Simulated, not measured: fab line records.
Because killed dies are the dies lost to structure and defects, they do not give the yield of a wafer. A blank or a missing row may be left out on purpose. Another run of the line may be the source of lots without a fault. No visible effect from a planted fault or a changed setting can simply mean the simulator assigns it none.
Which tool did it? + flow nand_harc + at 1 step of a route of 1302, 24 lots with 72 wafers sampled

== WHAT THE GAUGES SHOWED, per wafer ==
NHARC_P_STI_CD_MEAS_09: the cd target is 200 nm.
| lot  | measured     | on        | cd_nm (nm)        |
|------|--------------|-----------|-------------------|
| L074 | day 2 21:31  | cd_sem-03 | 199.9 198.6 198.5 |
| L075 | day 3 09:34  | cd_sem-02 | 198.0 191.4 191.5 |
| L076 | day 3 16:50  | cd_sem-01 | 199.5 200.1 197.9 |
| L077 | day 4 00:56  | cd_sem-03 | 198.5 201.2 202.2 |
| L078 | day 4 12:08  | cd_sem-02 | 196.9 197.8 200.4 |
| L079 | day 4 21:01  | cd_sem-01 | 198.8 200.6 200.0 |
| L080 | day 5 08:14  | cd_sem-03 | 201.8 203.8 198.7 |
| L081 | day 5 18:52  | cd_sem-03 | 202.1 203.8 203.4 |
| L082 | day 6 04:41  | cd_sem-03 | 198.2 196.5 197.9 |
| L083 | day 6 15:31  | cd_sem-01 | 199.3 196.8 198.7 |
| L084 | day 7 00:00  | cd_sem-03 | 202.1 204.4 197.8 |
| L085 | day 7 10:49  | cd_sem-01 | 195.1 199.5 198.5 |
| L086 | day 7 22:04  | cd_sem-01 | 195.6 195.3 196.0 |
| L087 | day 8 07:02  | cd_sem-03 | 198.2 195.3 195.0 |
| L088 | day 8 17:15  | cd_sem-03 | 197.4 198.5 200.5 |
| L089 | day 9 02:28  | cd_sem-02 | 199.3 194.9 198.4 |
| L090 | day 9 14:02  | cd_sem-03 | 195.8 200.1 197.9 |
| L091 | day 9 20:02  | cd_sem-03 | 198.8 202.1 203.7 |
| L092 | day 10 06:29 | cd_sem-01 | 200.6 203.2 196.2 |
| L093 | day 10 16:59 | cd_sem-01 | 198.0 197.6 197.0 |
| L094 | day 11 03:05 | cd_sem-02 | 200.4 199.0 199.9 |
| L095 | day 11 12:58 | cd_sem-01 | 199.3 198.0 198.9 |
| L096 | day 12 00:43 | cd_sem-03 | 204.4 197.7 198.5 |
| L097 | day 12 08:26 | cd_sem-03 | 201.7 204.2 198.2 |

== EACH LOT AND THE TOOL THAT RAN IT (in order: tool; ch and the chambers of the sampled wafers; start) ==
The record holds no process step before these readings.

== WHAT THE TOOLS THEMSELVES READ (means of the sampled wafers that have a number; where no wafer has one, the mark that the record gives instead) ==
The record holds no such reading with a usual standard deviation.

== THE ANSWER, worked out from the rows above alone ==
Rule: what is usual is taken from the lots themselves. The widest of any qualifying gaps counts: lots, ordered by their means at a reading, are off when they make up no more than a third of the lots, leave a main group of 4 or more, and stand apart from it by 3 or more times the standard deviation of that group's means. The tables above print the reading to a certain number of digits; a main group whose means all agree to those digits is not used. A lot without any number at a reading at which 4 lots or more have one is off too. Any other lot the step has rows for is counted as sound. The gauges are gone through in route order, then the tools' own readings, and for those a lot's mean is taken as printed above. The first step at which some lot is off is used, and at that step the reading that is off furthest; a lot without a number counts as furthest.
Across all readings shown, no lot is off: no conclusion can be drawn from this.

== WHAT THE SIMULATOR HAD PUT IN ==
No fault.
